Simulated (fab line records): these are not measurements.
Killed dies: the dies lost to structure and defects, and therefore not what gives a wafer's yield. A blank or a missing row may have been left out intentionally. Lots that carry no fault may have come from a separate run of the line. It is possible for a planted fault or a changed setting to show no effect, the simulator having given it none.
fab line records	flow nandHarc
record: lots: 14	wafers: 41	lastDay: 34
route steps=1302 shown A_STAIRCASE@734
lots that met no fault: from a run of the same line without faults
startH: the number of hours between the record's first day and the start of the first shown wafer of the lot	waitH: time in hours since the lot's previous step	" same as the row above	L1.1+2: a row that stands for several wafers	- no value present, or no start provided	* or withheld: withheld	< > ~ a bound
route shown NAME@n: names a module that has steps shown in the file, with the first one's number in the route	usual: mean/standard deviation taken from wafers without a fault	same: alike in all rows	chamber/n: place in a boat	sites: the reading at each site	_std_site: the values' standard deviation	_edge_site: the outer-site mean with the inner-site mean subtracted	radiusMm: for every site, how far away it sits from the centre of the wafer	mask NAME#n: copy n	behind: the tool/chamber that last shaped the wafer	hold: cause of the lot's hold/its duration in hours/its outcome	device: the n, p or np transistor that did not switch	end of line: tests of these same wafers at the route's end	where a step has no rows: the recipe by itself	killed: not the wafer's yield, but the dies lost to structure and defects at the first sort	map: per-die view of a wafer (x killed, . not killed, _ where there is no die)
set.NAME: the run value of the setting; set.NAME@STEP: its run value at that earlier step	model.NAME: the simulator's own value behind a step, which no gauge read
route steps across a sampled set of lots; one table per step, one row per wafer
services: a tool's chamber out of use, with start hour (startH, from the record's first day; less than 0 if before it), hours out, and reason
== steps ==
step: NHARC_A_STAIRCASE_TRIM_220
recipe: timeS: 211.2	o2FlowSccm: 500	arFlowSccm: 0	biasW: 0	chemistry: O2
usual: drypumpMotorCurrentA: 5.8/0.41	oesProductAu: 0.998/0.0091	rfVppV: 57.6/0.97	showerheadPlenumPTorr: 3.49/0.17	throttleValvePct: 17.038/0.009
same: biasW: 0
lot.wafer	tool	chamber	startH	waitH	drypumpMotorCurrentA	oesProductAu	rfHoursCounterH	rfVppV	showerheadPlenumPTorr	throttleValvePct
L664.2	rieDiel-02	1	365.46	0.1	6.0	0.994	45	56.6	3.44	17.036
L664.6	"	0	"	"	6.3	1.010	-	57.3	3.34	17.032
L664.5	"	1	"	"	6.0	0.994	-	57.7	3.44	17.030
L667.2	rieDiel-09	0	406.37	0.1	6.3	1.010	31	57.9	3.43	17.043
L667.5	"	1	"	"	5.3	0.986	-	58.5	3.43	17.035
L667.6	"	2	"	"	6.0	0.998	-	58.2	3.51	17.036
L669.1	rieDiel-09	2	413.13	0.2	6.0	1.005	29	57.8	3.50	17.032
L669.2	"	3	"	"	5.0	1.001	31	59.0	3.63	17.047
L669.6	"	1	"	"	5.3	1.008	-	57.1	3.43	17.030
L674.2	rieDiel-02	0	475.01	0.1	6.2	0.821	26	56.5	3.33	17.052
L674.3	"	1	"	"	6.0	0.992	27	56.7	3.42	17.052
L674.1	"	2	"	"	5.1	0.818	25	57.9	3.29	17.050
L675.2	rieDiel-02	3	477.45	0.1	5.9	0.826	25	58.7	3.76	17.044
L675.1	"	1	"	"	5.9	0.819	28	56.6	3.42	17.035
L677.2	rieDiel-05	2	502.80	0.1	6.1	1.012	12	57.8	3.74	17.042
L677.3	"	0	"	"	5.8	1.004	26	57.6	3.31	17.027
L677.1	"	1	"	"	6.0	1.004	25	57.3	3.34	17.031
L679.3	rieDiel-02	2	530.22	0.1	5.1	1.014	41	57.6	3.28	17.031
L679.4	"	3	"	"	5.9	0.990	40	59.0	3.75	17.035
L679.6	"	2	"	"	5.1	0.997	-	56.2	3.28	17.033
L680.2	rieDiel-02	3	533.74	0.1	5.9	0.981	41	57.9	3.75	17.040
L680.6	"	2	"	"	5.1	1.001	-	56.3	3.28	17.036
L680.5	"	3	"	"	5.9	0.990	-	57.9	3.75	17.040
L681.1	rieDiel-09	1	533.89	0.1	5.3	1.003	10	57.8	3.41	17.022
L681.6	"	3	"	"	5.0	0.996	-	59.1	3.61	17.030
L681.5	"	0	"	"	6.3	1.005	-	58.4	3.40	17.034
L682.3	rieDiel-09	2	556.60	0.1	6.0	1.000	16	56.9	3.48	17.036
L682.1	"	3	"	"	5.0	0.983	16	59.5	3.61	17.028
L682.6	"	0	"	"	6.3	0.999	-	56.7	3.40	17.041
L683.4	rieDiel-02	2	575.15	0.1	5.1	1.000	58	57.0	3.27	17.054
L683.3	"	0	"	"	6.3	0.992	56	57.2	3.31	17.038
L683.1	"	1	"	"	6.0	0.998	60	58.4	3.41	17.034
L685.3	rieDiel-05	1	576.08	0.1	6.1	1.001	47	56.1	3.33	17.041
L685.4	"	2	"	"	6.1	1.013	32	59.1	3.73	17.034
L685.5	"	2	"	"	6.1	1.005	-	59.8	3.73	17.039
L684.2	rieDiel-02	2	586.49	0.2	5.1	1.006	0	58.0	3.81	17.038
L684.1	"	3	"	"	5.9	1.011	0	58.4	3.75	17.038
L684.3	"	0	"	"	6.2	1.011	0	56.9	3.31	17.052
L686.1	rieDiel-05	3	602.46	0.1	5.8	0.994	6	56.9	3.59	17.027
L686.5	"	2	"	"	6.1	1.008	-	56.9	3.72	17.037
L686.6	"	3	"	"	5.8	1.006	-	59.8	3.59	17.037
step: NHARC_A_STAIRCASE_ETCH_221
recipe: targetDepthA: 1000	timeS: 40.5	ionEnergyEv: 400	c4f8FlowSccm: 20	o2FlowSccm: 10	arFlowSccm: withheld	rfW: 600	biasW: 1000	chemistry: C4F8/O2
usual: biasW: 1000/3.2	oesProductAu: 0.942/0.014	rfVppV: 894/6.3
lot.wafer	tool	chamber	startH	waitH	biasW	oesProductAu	rfHoursCounterH	rfVppV
L664.2	rieDiel-02	0	-	-	999	0.939	46	889
L664.5	"	3	"	"	998	0.934	-	905
L664.6	"	0	"	"	997	0.937	-	889
L667.2	rieDiel-09	0	-	-	999	0.966	31	892
L667.5	"	3	"	"	1001	0.939	-	899
L667.6	"	0	"	"	995	0.966	-	894
L669.2	rieDiel-09	3	-	-	1003	0.932	31	900
L669.1	"	1	"	"	1005	0.919	31	893
L669.6	"	3	"	"	1000	0.941	-	900
L674.2	rieDiel-02	0	-	-	996	0.939	26	889
L674.1	"	2	"	"	998	0.955	25	888
L674.3	"	3	"	"	999	0.958	24	903
L675.2	rieDiel-02	0	-	-	1006	0.944	27	889
L675.1	"	2	"	"	999	0.965	26	886
L677.3	rieDiel-05	1	-	-	1005	0.939	25	888
L677.2	"	2	"	"	1003	0.923	12	904
L677.1	"	0	"	"	1002	0.941	26	889
L679.4	rieDiel-02	3	-	-	998	0.945	40	904
L679.3	"	1	"	"	1004	0.957	45	891
L679.6	"	3	"	"	997	0.951	-	903
L680.2	rieDiel-02	1	-	-	999	0.916	46	892
L680.5	"	1	"	"	998	0.917	-	891
L680.6	"	2	"	"	997	0.928	-	886
L681.1	rieDiel-09	2	-	-	1000	0.941	11	894
L681.6	"	0	"	"	1000	0.958	-	892
L681.5	"	1	"	"	1000	0.953	-	892
L682.3	rieDiel-09	3	-	-	998	0.924	17	899
L682.1	"	1	"	"	1005	0.929	18	891
L682.6	"	3	"	"	999	0.928	-	899
L683.3	rieDiel-02	0	-	-	998	0.962	56	887
L683.4	"	1	"	"	1000	0.958	60	890
L683.1	"	2	"	"	1003	0.937	58	885
L685.4	rieDiel-05	1	-	-	1000	0.940	48	888
L685.3	"	2	"	"	1000	0.953	32	903
L685.5	"	1	"	"	1007	0.946	-	887
L684.3	rieDiel-02	0	-	-	1002	0.950	0	888
L684.1	"	1	"	"	1002	0.947	0	891
L684.2	"	2	"	"	997	0.932	0	906
L686.1	rieDiel-05	3	-	-	1005	0.964	7	899
L686.5	"	1	"	"	1005	0.956	-	889
L686.6	"	2	"	"	999	0.949	-	902
step: NHARC_A_STAIRCASE_ETCH_225
recipe: targetDepthA: 1000	timeS: 40.5	ionEnergyEv: 400	c4f8FlowSccm: 20	o2FlowSccm: 10	arFlowSccm: withheld	rfW: 600	biasW: 1000	chemistry: C4F8/O2
usual: biasW: 1000/3.1	oesProductAu: 0.943/0.011	rfVppV: 894/6.2
lot.wafer	tool	chamber	startH	waitH	biasW	oesProductAu	rfHoursCounterH	rfVppV
L664.2	rieDiel-02	2	-	-	1002	0.932	45	887
L664.6	"	3	"	"	994	0.930	-	904
L664.5	"	0	"	"	1000	0.956	-	889
L667.2	rieDiel-09	3	-	-	994	0.947	27	898
L667.6	"	3	"	"	997	0.940	-	900
L667.5	"	0	"	"	1002	0.969	-	891
L669.1	rieDiel-09	0	-	-	1004	0.949	35	893
L669.2	"	1	"	"	999	0.938	31	893
L669.6	"	3	"	"	1002	0.958	-	899
L674.2	rieDiel-02	0	-	-	993	0.938	27	889
L674.1	"	1	"	"	1005	0.938	27	892
L674.3	"	2	"	"	1001	0.952	25	887
L675.2	rieDiel-02	1	-	-	1000	0.937	28	892
L675.1	"	2	"	"	1002	0.948	26	886
L677.1	rieDiel-05	0	-	-	1000	0.938	27	889
L677.3	"	1	"	"	996	0.928	26	889
L677.2	"	2	"	"	995	0.931	13	902
L679.3	rieDiel-02	3	-	-	1000	0.940	40	903
L679.4	"	0	"	"	1008	0.946	44	888
L679.6	"	2	"	"	996	0.940	-	886
L681.1	rieDiel-09	2	-	-	994	0.936	11	897
L681.5	"	2	"	"	999	0.942	-	894
L681.6	"	3	"	"	999	0.951	-	899
L680.2	rieDiel-02	2	-	-	1000	0.963	43	885
L680.5	"	1	"	"	1000	0.941	-	893
L680.6	"	2	"	"	1000	0.964	-	886
L682.3	rieDiel-09	2	-	-	1003	0.948	16	893
L682.1	"	3	"	"	1003	0.935	17	899
L682.6	"	1	"	"	998	0.940	-	891
L683.4	rieDiel-02	2	-	-	1000	0.939	58	887
L683.1	"	3	"	"	997	0.958	54	905
L683.3	"	1	"	"	1000	0.954	60	893
L685.3	rieDiel-05	3	-	-	998	0.943	44	899
L685.4	"	0	"	"	1007	0.956	50	887
L685.5	"	2	"	"	1005	0.968	-	903
L684.3	rieDiel-02	1	-	-	997	0.938	1	891
L684.2	"	2	"	"	1001	0.922	1	906
L684.1	"	3	"	"	1001	0.920	1	903
L686.1	rieDiel-05	0	-	-	1003	0.929	7	887
L686.6	"	1	"	"	993	0.945	-	889
L686.5	"	2	"	"	1002	0.951	-	903
step: NHARC_A_STAIRCASE_ETCH_227
recipe: targetDepthA: 1000	timeS: 40.5	ionEnergyEv: 400	c4f8FlowSccm: 20	o2FlowSccm: 10	arFlowSccm: withheld	rfW: 600	biasW: 1000	chemistry: C4F8/O2
usual: biasW: 1000.3/3	oesProductAu: 0.942/0.0099	rfVppV: 894/6.3
lot.wafer	tool	chamber	startH	waitH	biasW	oesProductAu	rfHoursCounterH	rfVppV
L664.2	rieDiel-02	3	-	-	996.1	0.939	47	904
L664.5	"	2	"	"	1003.8	0.915	-	887
L664.6	"	3	"	"	994.1	0.927	-	905
L667.2	rieDiel-09	0	-	-	998.8	0.964	31	892
L667.6	"	0	"	"	1003.6	0.965	-	892
L667.5	"	1	"	"	999.2	0.948	-	893
L669.2	rieDiel-09	3	-	-	1000.6	0.953	31	900
L669.1	"	0	"	"	1004.2	0.952	35	894
L669.6	"	0	"	"	1000.9	0.952	-	891
L674.2	rieDiel-02	2	-	-	999.0	0.943	25	887
L674.3	"	0	"	"	998.9	0.951	27	889
L674.1	"	1	"	"	1000.1	0.946	27	890
L675.2	rieDiel-02	3	-	-	998.3	0.954	26	903
L675.1	"	1	"	"	999.4	0.953	28	892
L677.1	rieDiel-05	0	-	-	999.9	0.950	27	889
L677.2	"	1	"	"	1004.4	0.934	26	889
L677.3	"	2	"	"	1000.7	0.941	13	903
L679.4	rieDiel-02	1	-	-	995.6	0.945	46	893
L679.3	"	2	"	"	998.9	0.944	41	887
L679.6	"	1	"	"	996.9	0.942	-	891
L681.1	rieDiel-09	3	-	-	999.9	0.947	12	899
L681.5	"	2	"	"	1000.7	0.932	-	895
L681.6	"	3	"	"	998.0	0.949	-	898
L680.2	rieDiel-02	1	-	-	1003.9	0.941	47	891
L680.6	"	3	"	"	1003.3	0.939	-	904
L680.5	"	0	"	"	997.5	0.931	-	889
L682.1	rieDiel-09	2	-	-	998.8	0.943	16	894
L682.3	"	3	"	"	1001.2	0.937	17	899
L682.6	"	2	"	"	1004.3	0.942	-	895
L683.4	rieDiel-02	2	-	-	1003.5	0.933	58	887
L683.1	"	3	"	"	1004.3	0.939	54	905
L683.3	"	1	"	"	995.4	0.938	60	891
L685.4	rieDiel-05	2	-	-	1002.1	0.971	32	904
L685.3	"	3	"	"	997.9	0.942	44	898
L685.5	"	3	"	"	999.1	0.945	-	898
L684.2	rieDiel-02	1	-	-	999.0	0.936	2	892
L684.1	"	2	"	"	1000.7	0.937	2	906
L684.3	"	0	"	"	1003.7	0.934	2	887
L686.1	rieDiel-05	0	-	-	998.9	0.930	7	888
L686.5	"	0	"	"	1001.7	0.935	-	888
L686.6	"	1	"	"	1001.8	0.938	-	888
== services ==
tool	chamber	startH	hours	kind
rieDiel-09	1	343.38	2.4	repair
rieDiel-09	3	352.38	8.4	repair
rieDiel-02	0	354.79	-	clean
rieDiel-02	1	354.79	-	clean
rieDiel-02	2	354.79	-	clean
rieDiel-02	3	354.79	-	clean
rieDiel-02	0	379.29	-	clean
rieDiel-02	1	379.29	-	clean
rieDiel-02	2	379.29	-	clean
rieDiel-02	3	379.29	-	clean
rieDiel-02	3	388.56	5.6	repair
rieDiel-02	-	400.29	9.0	pm
rieDiel-02	0	400.29	9.0	ventCycle
rieDiel-02	1	400.29	9.0	ventCycle
rieDiel-02	2	400.29	9.0	ventCycle
rieDiel-02	3	400.29	9.0	ventCycle
rieDiel-05	-	406.76	9.0	pm
rieDiel-02	0	409.29	-	clean
rieDiel-02	1	409.29	-	clean
rieDiel-02	2	409.29	-	clean
rieDiel-09	-	497.82	9.0	pm
rieDiel-09	2	574.03	11.1	repair
rieDiel-02	-	577.30	9.0	pm
rieDiel-05	-	583.76	9.0	pm
== key ==
firstSign: step: NHARC_A_STAIRCASE_TRIM_220	reading: oesProductAu	direction: down	sigmas: 20	usual: 0.998	struck: 0.821
effect none on later readings
metAt NHARC_A_STAIRCASE_TRIM_220
struckLots L674,L675
struckWafers L674.1,L674.2,L675.1,L675.2
laterRowsLeftOut L674.2
sortLeftOut L674.1,L674.2,L675.1,L675.2
testerLeftOut L674,L675
notActingAt NHARC_A_STAIRCASE_ETCH_221,NHARC_A_STAIRCASE_ETCH_225,NHARC_A_STAIRCASE_ETCH_227
onsetBetween 365.46 475.01
fault: kind: processParameterDrift	tool: rieDiel-02	chamber: -	onsetH: 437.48	steps: NHARC_A_STAIRCASE_TRIM_220	channel: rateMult	offset: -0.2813	shape: step	endH: 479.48	scope: struckWafersOnly
testerLeftOut: of these lots the tester's yield and bins aren't shown, on N5 and GAA mostly nor the transistor test; their killed dies are dies lost to structure and defects alone, not to doping, threshold or leakage, so they don't give the yield
sortLeftOut: the simulated sort isn't trusted on such a fault, so these wafers' sort isn't shown, and their yield isn't known
laterRowsLeftOut: the simulator's readings of these wafers behind a module that went badly wrong aren't trusted and aren't shown, but for the sort
